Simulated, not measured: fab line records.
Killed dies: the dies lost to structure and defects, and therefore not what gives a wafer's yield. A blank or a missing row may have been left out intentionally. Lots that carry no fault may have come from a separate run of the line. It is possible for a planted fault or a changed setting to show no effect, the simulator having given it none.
Problem report in the 8D (eight disciplines) form, filled by code    flow nand-harc    the parts of the form that need people (team, actions taken, sign-off) are left out

## 1. PROBLEM STATEMENT
Mean of plate-temp-C at NHARC_P_GATE_PEB_57: 119.80 C across 9 wafers in 3 lots; on wafers with no fault it is 117.95 C (standard deviation 0.13). Relative to the usual mean, that is a shift of +14 standard deviations.
The step: peb time 85 s.
Earliest sighting: wafer L902.4 on litho-track-03 at day 7 03:35. The record has a number at this step for 42 wafers belonging to 14 lots. Rule for "out" (also "out of limits"): further than 4 standard deviations from the usual mean. All remaining wafers that have a number are taken as sound.

## 2. WHAT IT IS, AND WHAT IT ISN'T
question                     is                                  is not
which readings at this step  plate-temp-C, heater-power-total-W  exhaust-pa, resist-line-temp-C
which lots                   L902, L904, L906                    L894, L895, L896, L908, L909, L910, L912, L914, L915, L916, L917
which wafers of those lots   all that have a number              -
read on which tools          litho-track-03                      litho-track-02, litho-track-05
when                         from day 7 03:35                    up to then (9 sound wafers); but 24 sound wafers of L908, L909, L910, L912, L914, L915, L916, L917 came after

## 3. WHAT RULES OUT EACH SUSPECT
Counting: any tool at a process step up to the reading is kept as a suspect provided that every lot that is out went through it and no sound lot did after the first of them.
- litho-track-03 at NHARC_P_GATE_PEB_57 (peb time 85 s): ruled out as a lasting fault. After its first lot that is out, L902 (day 7 03:35), sound lots L916, L917 ran on it.
Left after counting: nothing in the record.

## 4. THE CAUSE (what the simulator had put in)
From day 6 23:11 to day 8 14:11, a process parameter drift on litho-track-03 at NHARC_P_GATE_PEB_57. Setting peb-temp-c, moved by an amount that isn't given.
Counting ruled it out, wrongly.

## 5. THE EFFECT CHAIN, in route order
Each row: a reading where the mean over the struck wafers with a number is more than 3 standard deviations away from the usual. Readings are gone through only where the record gives a usual standard deviation; hours: the median, over the lots, of the time from a lot's start at the first step in this table giving one to that lot's start at this step; sigmas: the change measured in usual standard deviations.
hours  step                 reading               usual     on struck wafers  change  sigmas
0      NHARC_P_GATE_PEB_57  heater-power-total-W  163.91 W  167.17            +3.26   +13
0      NHARC_P_GATE_PEB_57  plate-temp-C          117.95 C  119.80            +1.85   +14
Process steps it contains:
- NHARC_P_GATE_PEB_57: peb time 85 s.
At these later measuring or inspecting steps, every struck wafer for which the step has a row has a number for every such reading, and none has moved that far: NHARC_P_GATE_CD_MEAS_59, NHARC_END_SORT_01.

## 6. HOW IT WOULD HAVE BEEN CAUGHT EARLIER
4 hours passed between the start of the fault at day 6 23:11 and the first reading out of limits in this record, taken at day 7 03:35.
